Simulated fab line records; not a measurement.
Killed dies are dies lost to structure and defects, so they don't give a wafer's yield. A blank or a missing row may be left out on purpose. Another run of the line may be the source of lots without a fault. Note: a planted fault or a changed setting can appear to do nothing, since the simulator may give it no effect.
Split-lot study | flow n5_finfet | 21 wafers read from 7 lots, route of 1938 steps

## SPLIT DETAILS
At N5_BEOL_M4_ALD_98 (deposits SiO2, target thk 2.5 nm, pulse time 1 s, co reactant pulse time 1 s), the setting ald_cycles was moved away from the recipe's 17 on 7 of the 21 wafers read, by -17.6% to +11.8%. This setting was run at the recipe's value on the other wafers.

The reading is taken at the split's own step.

## THE READING
SiO2_of_BEOL_M4_ALD_98.thk_nm (the simulator's own value, which no gauge read), in nm, at N5_BEOL_M4_ALD_98 (deposits SiO2, target thk 2.5 nm, pulse time 1 s, co reactant pulse time 1 s). The file does not state a usual value for it. The 14 wafers here that ran the recipe average 2.5 nm, standard deviation 0.09 nm.

wafer  | tool, chamber at the split | ald_cycles as run | against the recipe | SiO2_of_BEOL_M4_ALD_98.thk_nm, nm | against lot-mates on the recipe
L074.2 | ald_sin-02, 1,0,0          | 17                | recipe             | 2.6                               | -
L074.3 | ald_sin-02, 1,0,0          | 17                | recipe             | 2.6                               | -
L074.5 | ald_sin-02, 1,0,0          | 17                | recipe             | 2.6                               | -
L076.1 | ald_sin-04, 1,0            | 14                | -17.6%             | 2                                 | -0.6
L076.6 | ald_sin-04, 1,0            | 14                | -17.6%             | 2                                 | -0.6
L076.4 | ald_sin-04, 0              | 17                | recipe             | 2.6                               | -
L077.1 | ald_sin-04, 0              | 19                | +11.8%             | 2.8                               | +0.4
L077.4 | ald_sin-04, 1,3            | 17                | recipe             | 2.4                               | -
L077.6 | ald_sin-04, 1,3            | 17                | recipe             | 2.4                               | -
L081.3 | ald_sin-02, 2              | 17                | recipe             | 2.6                               | -
L081.5 | ald_sin-02, 2              | 17                | recipe             | 2.6                               | -
L081.4 | ald_sin-02, 1              | 17                | recipe             | 2.4                               | -
L092.1 | ald_sin-02, 2              | 17                | recipe             | 2.6                               | -
L092.4 | ald_sin-02, 1,3            | 19                | +11.8%             | 2.8                               | +0.2
L092.6 | ald_sin-02, 1,3            | 19                | +11.8%             | 2.8                               | +0.2
L094.2 | ald_sin-04, 3              | 17                | recipe             | 2.6                               | -
L094.5 | ald_sin-04, 2,3            | 16                | -5.9%              | 2.4                               | -0.2
L094.6 | ald_sin-04, 2,3            | 16                | -5.9%              | 2.4                               | -0.2
L097.1 | ald_sin-03, 0              | 17                | recipe             | 2.4                               | -
L097.3 | ald_sin-03, 3,2            | 17                | recipe             | 2.6                               | -
L097.5 | ald_sin-03, 3,2            | 17                | recipe             | 2.6                               | -
When a row names more than one chamber, that row covers several wafers, and the file does not tell which wafer ran in which chamber.

THE FIT
A straight line over all 21 wafers: SiO2_of_BEOL_M4_ALD_98.thk_nm changes by +0.0269 nm for each +1% of ald_cycles; r = +0.93; the points scatter about the line by 0.083 nm.
The same after taking each lot's own level away (the mean of its wafers on the recipe; 21 wafers): +0.0295 nm for each +1%; r = +0.95; scatter 0.074 nm.
That fit puts the effect of the largest move of ald_cycles on the reading at 0.52 nm.
Across the lots, their own levels run from 2.40 to 2.60 nm, a range of 2.2 times the standard deviation given above.
The two slopes agree, so the slope changes little with the lot-to-lot level.
Check: for one of the wafers moved furthest among these (-17.6%), held out of the fit, the line's prediction against its lot-mates is -0.516 nm. Against them it came out at -0.6 nm.

## FURTHER SPLITS ON THESE WAFERS
Before the reading, these wafers also passed through other splits. Each is held against what the fit with the lots' levels taken away leaves over:
other split on the same wafers | wafers away from the commonest value | r with SiO2_of_BEOL_M4_ALD_98.thk_nm (lot level and that fit taken away)
N5_BEOL_M3_DESCUM_33 time_s    | 2                                    | +0.04
N5_BEOL_M4_COAT_22 spin_rpm    | 5                                    | -0.20
N5_BEOL_M4_EXPOSE_25 dose_mj   | 6                                    | +0.20
N5_BEOL_M4_DESCUM_33 time_s    | 6                                    | +0.07

## FILE'S OWN FIT
SiO2_of_BEOL_M4_ALD_98.thk_nm changes by +0.0302 nm for each +1% of ald_cycles, r = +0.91.
